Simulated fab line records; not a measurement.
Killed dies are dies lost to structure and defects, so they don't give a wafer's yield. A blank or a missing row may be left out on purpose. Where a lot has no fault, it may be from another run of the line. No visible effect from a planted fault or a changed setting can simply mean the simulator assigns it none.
fab line records	flow nand_harc
[record] lots = 13	wafers = 39	last_day = 24
route steps=1159 shown A_ONON_D1@436 A_CHANNEL_HOLE_D1@450
lots with no fault: from the same line, run without faults
start_h: hours from the record's first day to the start of the lot's first wafer shown	wait_h: hours from the lot's prior step to this one	" as in the row above	L1.1+2: one row covering several wafers at once	- value missing, or start not given	* or withheld: withheld	< > ~ a bound
route shown NAME@n: NAME is a module with steps in the file, n the number in the route of the first one	usual: mean/standard deviation taken from wafers without a fault	same: alike in all rows	chamber/n: place in a boat	sites: readings site by site	_std_site: how widely they spread, as a standard deviation	_edge_site: inner sites' mean taken away from outer sites' mean	radius_mm: for every site, how far away it sits from the centre of the wafer	mask NAME#n: copy n	behind: the last tool/chamber to shape the wafer	hold: reason for holding the lot/hours on hold/outcome of the hold	device: which transistor (n, p or np) failed to switch	end of line: tests run on the same wafers once the route is complete	for a step that has no rows: nothing shown but its recipe	killed: the dies lost at the first sort to structure and to defects; this is not the yield of the wafer	map: a wafer's dies, x killed, . not, _ none there
set.NAME: setting as actually run; set.NAME@STEP: the setting as run at that earlier step	model.NAME: the simulator's own value behind a step, which no gauge read
the route's steps for a sample of lots (tables are steps, rows are wafers)
services: the hour from which a tool's chamber was out of use, counted from the record's first day as start_h (under 0 if before that day), plus the number of hours and why
[[steps]]
[step NHARC_A_ONON_D1_DEP_16]
[recipe] target_thk_a = 10000	n2_flow_sccm = 2750	n2o_flow_sccm = 2000	nh3_flow_sccm = 500	sih4_flow_sccm = 210	temp_c = 400
[usual] susceptor_temp_C = 400.02/0.19
lot.wafer	tool	chamber	start_h	wait_h	susceptor_temp_C
L952.1	pecvd_onon-01	0	164.73	0.1	399.95
L952.2	"	0	"	"	399.65
L952.4	"	0	"	"	399.93
L951.1	pecvd_onon-04	0	164.75	0.1	399.51
L951.2	"	0	"	"	399.89
L951.3	"	0	"	"	399.35
L953.1	pecvd_onon-01	0	178.25	0.1	400.08
L953.3	"	0	"	"	400.09
L953.6	"	0	"	"	400.28
L954.3	pecvd_onon-02	0	178.37	0.2	400.10
L954.4	"	0	"	"	400.13
L954.6	"	0	"	"	400.07
L956.2	pecvd_onon-04	0	192.70	0.1	399.95
L956.4	"	0	"	"	399.82
L956.6	"	0	"	"	399.84
L955.2	pecvd_onon-02	0	192.70	0.1	400.07
L955.3	"	0	"	"	400.39
L955.6	"	0	"	"	400.15
L963.1	pecvd_onon-02	0	250.99	0.1	400.28
L963.2	"	0	"	"	399.87
L963.3	"	0	"	"	400.03
L969.1	pecvd_onon-01	0	264.15	0.1	400.30
L969.2	"	0	"	"	399.87
L969.3	"	0	"	"	400.06
L967.1	pecvd_onon-04	0	264.16	0.1	399.83
L967.2	"	0	"	"	400.08
L967.5	"	0	"	"	399.89
L970.2	pecvd_onon-04	0	279.15	0.1	400.15
L970.5	"	0	"	"	400.07
L970.6	"	0	"	"	400.39
L972.1	pecvd_onon-01	0	295.11	0.1	400.14
L972.2	"	0	"	"	400.05
L972.5	"	0	"	"	400.05
L973.4	pecvd_onon-04	0	295.29	0.2	400.09
L973.5	"	0	"	"	400.38
L973.6	"	0	"	"	399.88
L974.1	pecvd_onon-01	0	295.46	0.4	400.34
L974.4	"	0	"	"	400.05
L974.6	"	0	"	"	400.12
[step NHARC_A_ONON_D1_THK_MEAS_18]
[recipe] thk_meas_gauge = ellipsometry
[usual] thk_nm = 996/8.8
lot.wafer	tool	chamber	start_h	wait_h	thk_nm
L952.1	film_metro-02	-	165.24	-	997
L952.2	"	-	"	"	994
L952.4	"	-	"	"	997
L951.1	film_metro-01	-	165.26	-	1007
L951.2	"	-	"	"	1007
L951.3	"	-	"	"	1009
L954.3	film_metro-02	-	178.76	-	999
L954.4	"	-	"	"	998
L954.6	"	-	"	"	1000
L953.1	film_metro-01	-	178.76	-	975
L953.3	"	-	"	"	975
L953.6	"	-	"	"	976
L956.2	film_metro-01	-	193.15	-	999
L956.4	"	-	"	"	996
L956.6	"	-	"	"	997
L955.2	film_metro-02	-	193.16	-	992
L955.3	"	-	"	"	993
L955.6	"	-	"	"	992
L963.1	film_metro-02	-	251.49	-	925
L963.2	"	-	"	"	990
L963.3	"	-	"	"	989
L969.1	film_metro-01	-	264.66	-	998
L969.2	"	-	"	"	996
L969.3	"	-	"	"	997
L967.1	film_metro-01	-	264.67	-	985
L967.2	"	-	"	"	983
L967.5	"	-	"	"	984
L970.2	film_metro-01	-	279.60	-	999
L970.5	"	-	"	"	1004
L970.6	"	-	"	"	999
L972.1	film_metro-01	-	295.62	-	1008
L972.2	"	-	"	"	1005
L972.5	"	-	"	"	1006
L973.4	film_metro-02	-	295.63	-	993
L973.5	"	-	"	"	993
L973.6	"	-	"	"	993
L974.1	film_metro-02	-	295.98	-	1006
L974.4	"	-	"	"	1008
L974.6	"	-	"	"	1007
[step NHARC_A_ONON_D1_THK_MEAS_27]
[recipe] thk_meas_gauge = ellipsometry
[usual] thk_nm = 999/8.7
lot.wafer	tool	chamber	start_h	wait_h	thk_nm
L952.1	film_metro-01	-	166.93	-	997
L952.2	"	-	"	"	998
L952.4	"	-	"	"	998
L951.1	film_metro-02	-	166.97	-	985
L951.2	"	-	"	"	986
L951.3	"	-	"	"	986
L953.1	film_metro-02	-	180.48	-	994
L953.3	"	-	"	"	993
L953.6	"	-	"	"	992
L954.3	film_metro-01	-	180.49	-	1013
L954.4	"	-	"	"	1011
L954.6	"	-	"	"	1011
L956.2	film_metro-02	-	194.84	-	990
L956.4	"	-	"	"	991
L956.6	"	-	"	"	989
L955.2	film_metro-02	-	194.87	-	997
L955.3	"	-	"	"	997
L955.6	"	-	"	"	998
L963.1	film_metro-01	-	253.19	-	991
L963.2	"	-	"	"	991
L963.3	"	-	"	"	990
L969.1	film_metro-02	-	266.35	-	999
L969.2	"	-	"	"	998
L969.3	"	-	"	"	1000
L967.1	film_metro-01	-	266.38	-	998
L967.2	"	-	"	"	998
L967.5	"	-	"	"	998
L970.2	film_metro-01	-	281.30	-	987
L970.5	"	-	"	"	988
L970.6	"	-	"	"	988
L972.1	film_metro-01	-	297.32	-	1009
L972.2	"	-	"	"	1006
L972.5	"	-	"	"	1006
L973.4	film_metro-01	-	297.46	-	1004
L973.5	"	-	"	"	1003
L973.6	"	-	"	"	1004
L974.1	film_metro-01	-	297.68	-	986
L974.4	"	-	"	"	986
L974.6	"	-	"	"	985
[step NHARC_A_ONON_D1_DEP_33]
[recipe] target_thk_a = 2000	temp_c = 400	pressure_torr = 6.5	rf_w = 900	teos_flow_sccm = 161.4	flow_sccm = 2650	target_thk_nm = 200	gas = O2	material = SiO2
[usual] heater_power_w = 534/78	susceptor_temp_C = 400.02/0.23	throttle_valve_pct = 15.9/0.58
lot.wafer	tool	chamber	start_h	wait_h	heater_power_w	susceptor_temp_C	throttle_valve_pct
L951.2	pecvd-04	2	167.59	0.1	505	400.06	16.1
L951.1	"	0	"	"	454	399.93	15.4
L951.3	"	1	"	"	501	399.88	15.3
L952.2	pecvd-02	1	167.61	0.1	596	400.31	15.6
L952.1	"	2	"	"	438	399.90	15.9
L952.4	"	2	"	"	438	400.05	16.0
L953.3	pecvd-04	2	181.19	0.1	552	399.83	16.3
L953.1	"	0	"	"	545	399.98	15.4
L953.6	"	0	"	"	549	399.76	15.4
L954.3	pecvd-01	1	181.30	0.2	538	399.51	16.9
L954.6	"	2	"	"	610	399.88	17.2
L954.4	"	0	"	"	445	399.96	15.4
L956.2	pecvd-01	1	195.47	0.1	579	400.21	16.9
L956.6	"	2	"	"	600	400.14	17.3
L956.4	"	0	"	"	560	399.68	15.5
L955.2	pecvd-02	2	195.56	0.1	409	400.22	16.1
L955.3	"	0	"	"	531	399.71	15.7
L955.6	"	1	"	"	639	400.09	15.5
L963.1	pecvd-02	0	253.82	0.1	501	399.64	16.2
L963.3	"	1	"	"	559	400.46	15.8
L963.2	"	2	"	"	354	399.97	16.6
L969.2	pecvd-04	0	266.98	0.1	468	399.88	15.5
L969.1	"	1	"	"	553	400.12	15.2
L969.3	"	2	"	"	601	400.23	16.2
L967.1	pecvd-01	2	267.01	0.1	653	400.07	16.7
L967.2	"	1	"	"	523	400.07	16.1
L967.5	"	1	"	"	554	399.79	16.4
L970.2	pecvd-01	0	282.00	0.1	554	399.83	15.3
L970.5	"	0	"	"	566	400.02	15.2
L970.6	"	1	"	"	500	400.05	16.2
L972.1	pecvd-01	2	297.95	0.1	577	399.84	17.0
L972.2	"	1	"	"	604	399.86	16.5
L972.5	"	1	"	"	617	400.00	16.4
L973.6	pecvd-02	1	298.26	0.2	625	400.12	15.6
L973.5	"	2	"	"	344	399.78	16.6
L973.4	"	0	"	"	520	400.16	16.1
L974.1	pecvd-02	1	298.44	0.2	666	399.53	15.7
L974.4	"	0	"	"	636	400.21	16.1
L974.6	"	1	"	"	652	399.76	15.4
[step NHARC_A_CHANNEL_HOLE_D1_DEP_00]
[recipe] target_thk_a = 31000	temp_c = 400	material = aC
[usual] susceptor_temp_C = 399.95/0.2	throttle_valve_pct = 35.001/0.0083
lot.wafer	tool	chamber	start_h	wait_h	susceptor_temp_C	throttle_valve_pct
L952.1	acl_dep-01	0	168.18	0.1	399.94	35.005
L952.2	"	0	"	"	400.08	35.016
L952.4	"	0	"	"	400.12	35.013
L951.1	acl_dep-03	0	169.46	1.4	400.01	35.002
L951.2	"	0	"	"	399.58	34.999
L951.3	"	0	"	"	399.87	34.987
L953.1	acl_dep-02	0	183.15	1.4	400.32	34.998
L953.3	"	0	"	"	399.83	35.012
L953.6	"	0	"	"	399.68	34.995
L954.3	acl_dep-03	0	184.08	2.4	-	34.993
L954.4	"	0	"	"	-	34.993
L954.6	"	0	"	"	-	34.978
L956.2	acl_dep-02	0	196.75	0.8	-	35.006
L956.4	"	0	"	"	-	34.997
L956.6	"	0	"	"	-	35.003
L955.2	acl_dep-03	0	197.25	1.2	-	34.996
L955.3	"	0	"	"	-	35.007
L955.6	"	0	"	"	-	34.995
L963.1	acl_dep-03	0	254.38	0.1	-	34.987
L963.2	"	0	"	"	-	34.998
L963.3	"	0	"	"	-	34.996
L969.1	acl_dep-01	0	267.54	0.1	399.87	34.999
L969.2	"	0	"	"	400.26	34.991
L969.3	"	0	"	"	399.87	34.994
L967.1	acl_dep-03	0	268.63	1.1	-	35.002
L967.2	"	0	"	"	-	35.004
L967.5	"	0	"	"	-	35.000
L970.2	acl_dep-03	0	282.82	0.4	-	35.003
L970.5	"	0	"	"	-	34.998
L970.6	"	0	"	"	-	35.026
L972.1	acl_dep-02	0	298.51	0.1	-	35.003
L972.2	"	0	"	"	-	34.989
L972.5	"	0	"	"	-	34.997
L973.4	acl_dep-03	0	300.71	2.1	-	35.000
L973.5	"	0	"	"	-	35.013
L973.6	"	0	"	"	-	34.991
L974.1	acl_dep-02	0	304.23	5.3	400.09	35.000
L974.4	"	0	"	"	399.94	34.999
L974.6	"	0	"	"	399.72	34.998
[[services]]
tool	chamber	start_h	hours	kind
pecvd-02	-	153.12	13.0	pm
pecvd-02	0	153.12	13.0	vent_cycle
pecvd-02	1	153.12	13.0	vent_cycle
pecvd-02	2	153.12	13.0	vent_cycle
pecvd-02	0	166.12	-	clean
pecvd-02	1	166.12	-	clean
pecvd-02	2	166.12	-	clean
acl_dep-02	-	167.96	13.0	pm
acl_dep-03	-	174.12	1.9	repair
pecvd-04	-	195.19	13.0	pm
pecvd_onon-01	-	195.25	13.0	pm
pecvd-02	-	208.42	3.6	repair
acl_dep-03	-	225.48	13.0	pm
pecvd-01	-	237.00	13.0	pm
pecvd-01	0	237.00	13.0	vent_cycle
pecvd-01	1	237.00	13.0	vent_cycle
pecvd-01	2	237.00	13.0	vent_cycle
pecvd_onon-04	-	237.00	13.0	pm
pecvd-04	-	239.60	1.4	repair
pecvd-02	1	264.00	11.9	repair
pecvd-02	2	266.49	17.9	repair
pecvd-01	-	274.06	2.8	repair
pecvd_onon-02	-	292.44	13.0	pm
acl_dep-01	-	295.72	13.0	pm
[[key]]
[first_sign] step = NHARC_A_ONON_D1_THK_MEAS_18	reading = thk_nm	direction = down	sigmas = 8.1	usual = 996	struck = 925
effect none on later readings
met_at NHARC_A_ONON_D1_DEP_16
struck_lots L963
struck_wafers L963.1
sort_left_out L963.1
tester_left_out L963
not_acting_at NHARC_A_ONON_D1_THK_MEAS_27,NHARC_A_ONON_D1_DEP_33,NHARC_A_CHANNEL_HOLE_D1_DEP_00
onset_between 192.70 250.99
[fault] kind = process_parameter_drift	tool = pecvd_onon-02	chamber = -	onset_h = 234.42	steps = NHARC_A_ONON_D1_DEP_16	channel = target_thk_a	offset = *	shape = step	end_h = 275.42	scope = struck_wafers_only	acts_in = *	stated = *
// tester_left_out: of these lots the tester's yield and bins aren't shown, on N5 and GAA mostly nor the transistor test; their killed dies are dies lost to structure and defects alone, not to doping, threshold or leakage, so they don't give the yield
// sort_left_out: the simulated sort isn't trusted on such a fault, so these wafers' sort isn't shown, and their yield isn't known
